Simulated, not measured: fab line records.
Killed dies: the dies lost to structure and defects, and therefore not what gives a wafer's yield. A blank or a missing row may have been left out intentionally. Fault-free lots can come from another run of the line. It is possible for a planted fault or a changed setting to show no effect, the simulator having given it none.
2 desks, one fault    flow n5_finfet    what lay behind the numbers comes last; until then each desk has only its own

AT THE METROLOGY DESK
Lot by lot, what the gauges showed, no matter which tool ran the lot: averages of those sampled wafers that carry a number. A lot is out of limits, marked OUT, if its mean lies more than 4 standard deviations from the usual mean; the brackets give that distance. Of its 12 readings 7 are shown: the one that was out of limits first, and those that lie furthest out on some lot.
Columns: A = DIBL_N at N5_BEOL_M4_RC_MEAS_101, usual 37.1 mV/V; B = DIBL_P at N5_BEOL_M4_RC_MEAS_101, usual 37.2 mV/V; C = IOFF_N at N5_BEOL_M4_RC_MEAS_101, usual 0.18 nA/um; D = IOFF_P at N5_BEOL_M4_RC_MEAS_101, usual 0.23 nA/um; E = SS_P at N5_BEOL_M4_RC_MEAS_101, usual 73.5 mV/dec; F = M15_THK at N5_BEOL_M15_THK_MEAS_50, usual 849 nm; G = M15_RS at N5_BEOL_M15_RS_MEAS_54, usual 0.0217 ohm/sq
lot   first seen here  A     B     C     D     E     F              G
L232  day 8 02:03      37.3  36.7  0.17  0.23  73.0  846            0.0215
L235  day 8 19:58      36.5  35.5  0.17  0.26  73.7  839            0.0219
L237  day 9 00:59      39.7  37.4  0.21  0.25  73.5  863            0.0213
L248  day 11 21:11     38.9  40.4  0.23  0.27  74.2  585 (-20) OUT  0.0345 (+43) OUT
L250  day 12 16:45     39.8  39.0  0.23  0.30  74.1  833            0.0221
L252  day 13 04:58     38.9  41.1  0.24  0.31  74.8  849            0.0217
L254  day 13 06:49     34.5  35.5  0.16  0.23  72.6  844            0.0218
L253  day 13 07:31     37.5  37.1  0.18  0.21  73.6  854            0.0216
L255  day 13 09:58     36.7  36.9  0.17  0.22  73.4  849            0.0215
Finding of this desk: L248 out of limits, first seen on L248 at day 15 17:17 (M15_THK at N5_BEOL_M15_THK_MEAS_50). L232, L235, L237, L250, L252, L254, L253, L255: within limits.

FOR THE TOOL OWNER'S DESK: rie_diel-04
The tool's own readings at N5_BEOL_M15_TRENCH_ETCH_34 (etches SiO2 in C4F8/O2/Ar, target depth 872.93 nm, time 199 s): means of the sampled wafers that have a number, for each lot that ran on this tool. A lot is out of limits, marked OUT, if its mean lies more than 4 standard deviations from the usual mean; the brackets give that distance.
Columns: A = drypump_motor_current_A at N5_BEOL_M15_TRENCH_ETCH_34, usual 5.8 A; B = oes_product_au at N5_BEOL_M15_TRENCH_ETCH_34, usual 0.78 a.u.; C = rf_vpp_V at N5_BEOL_M15_TRENCH_ETCH_34, usual 2213 V; D = showerhead_plenum_p_Torr at N5_BEOL_M15_TRENCH_ETCH_34, usual 3.44 Torr; E = throttle_valve_pct at N5_BEOL_M15_TRENCH_ETCH_34, usual 30.8 %
lot   first seen here  A    B     C     D     E
L232  day 11 22:27     5.5  0.81  2193  3.37  31.0
L235  day 12 00:59     5.7  0.86  2214  3.39  30.6
L248  day 15 13:45     5.6  0.69  2223  3.34  30.5
Result from this desk: across the 3 lots, nothing is out of limits.

BROUGHT TOGETHER
On L248, the metrology desk was in a position to raise an alarm at day 15 17:17.
The tool owner's desk saw nothing out of limits.
On record at the tool owner's desk: L248, within its limits.
All the named lots went through N5_BEOL_M15_TRENCH_ETCH_34 on rie_diel-04.

WHAT THE SIMULATOR HAD INSERTED
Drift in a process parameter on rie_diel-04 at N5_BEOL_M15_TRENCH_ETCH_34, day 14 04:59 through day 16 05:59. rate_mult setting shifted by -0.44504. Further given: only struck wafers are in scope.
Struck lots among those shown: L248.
Delay in hours, fault start to first out-of-limits reading, per desk: metrology desk 36.
